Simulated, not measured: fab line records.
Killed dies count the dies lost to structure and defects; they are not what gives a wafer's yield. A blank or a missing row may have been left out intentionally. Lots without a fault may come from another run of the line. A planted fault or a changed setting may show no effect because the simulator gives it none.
Matching of chambers	flow nand harc	pecvd-04 running NHARC_P_M1_DEP_00: 3 sister chambers
The step deposits SiOC, target thk 182.5 nm. 3 wafers are shown with their chamber, then 8 later ones without.

## WAFERS WITH THEIR CHAMBER
wafer	chamber	showerhead vpp V (V)
L655.2	0	1541
L653.1	2	1466
L666.1	1	1357

## WAFERS WITH NO CHAMBER GIVEN
wafer	showerhead vpp V (V)
L666.3	1557
L666.6	1577
L667.2	1518
L667.4	1366
L667.5	1526
L668.2	1351
L668.4	1374
L668.6	1562

## WHICH CHAMBER EACH ONE RAN IN
wafer	from the rows above	in truth
L666.3	0	0
L666.6	0	0
L667.2	can't be placed: 0 or 2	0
L667.4	1	1
L667.5	0	0
L668.2	1	1
L668.4	1	1
L668.6	0	0
Correct placement for 7 of the 8. These rows do not allow placing 1 (true chamber among the candidates in 1). 0 placed wrongly.
How it was worked out, from the rows above alone: a wafer's distance from a chamber is the root of the sum, over the readings, of the square of ((its reading less the chamber's mean) divided by the reading's scatter). The wafer belongs to the nearest chamber; if the next one is less than 2 further off, it can't be placed. The mean given for a chamber averages the wafers shown for that chamber. The scatter (one wafer shown for each chamber): square how far every hidden wafer sits from the nearest shown wafer, average those squares and take the square root.
